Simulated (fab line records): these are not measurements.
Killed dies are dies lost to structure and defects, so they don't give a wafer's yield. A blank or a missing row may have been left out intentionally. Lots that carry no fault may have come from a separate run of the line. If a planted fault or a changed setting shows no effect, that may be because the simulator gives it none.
Chamber matching ; flow n5-finfet ; N5_MOL_CONTACT_COAG_ALD_123 on ald-sin-03: 4 sister chambers
The step deposits SiNx, target thk 5 nm, pulse time 1 s, purge time 2 s. 7 wafers are shown with their chamber, then 11 later ones without.

## WAFERS WITH THEIR CHAMBER
wafer;chamber;heater-power-w (W);chamber-pressure-Torr (Torr)
L084.6;1;852;1.991
L086.1;2;933;1.999
L086.5;0;838;2.000
L088.3;0;851;1.999
L088.5;3;647;1.999
L088.6;2;950;2.006
L089.2;3;663;2.002

## WAFERS WITHOUT THEIR CHAMBER
wafer;heater-power-w (W);chamber-pressure-Torr (Torr)
L089.3;851;1.996
L089.5;864;1.995
L092.2;842;2.005
L092.3;669;2.002
L092.6;836;1.998
L093.1;840;1.999
L093.3;949;1.995
L093.5;848;1.998
L096.3;838;1.996
L096.4;850;1.996
L096.5;932;1.999

## WHICH CHAMBER EACH ONE RAN IN
wafer;from the rows above;in truth
L089.3;can't be placed: 0 or 1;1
L089.5;can't be placed: 1 or 0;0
L092.2;0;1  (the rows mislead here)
L092.3;3;3
L092.6;can't be placed: 0 or 1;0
L093.1;0;0
L093.3;2;2
L093.5;can't be placed: 0 or 1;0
L096.3;can't be placed: 0 or 1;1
L096.4;can't be placed: 0 or 1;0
L096.5;2;2
Placed correctly: 4 of 11. From these rows, 6 cannot be placed; in 6 the true chamber is one of the candidates. Wrongly placed: 1.
How it was worked out, from the rows above alone: a wafer's distance from a chamber is the root of the sum, over the readings, of the square of ((its reading less the chamber's mean) divided by the reading's scatter). The wafer belongs to the nearest chamber; if the next one is less than 2 further off, it can't be placed. Each chamber's mean is taken over the wafers shown for it. The scatter: the root of (the sum of the squares of (reading less its chamber's mean) over the shown wafers, divided by (wafers less chambers)).
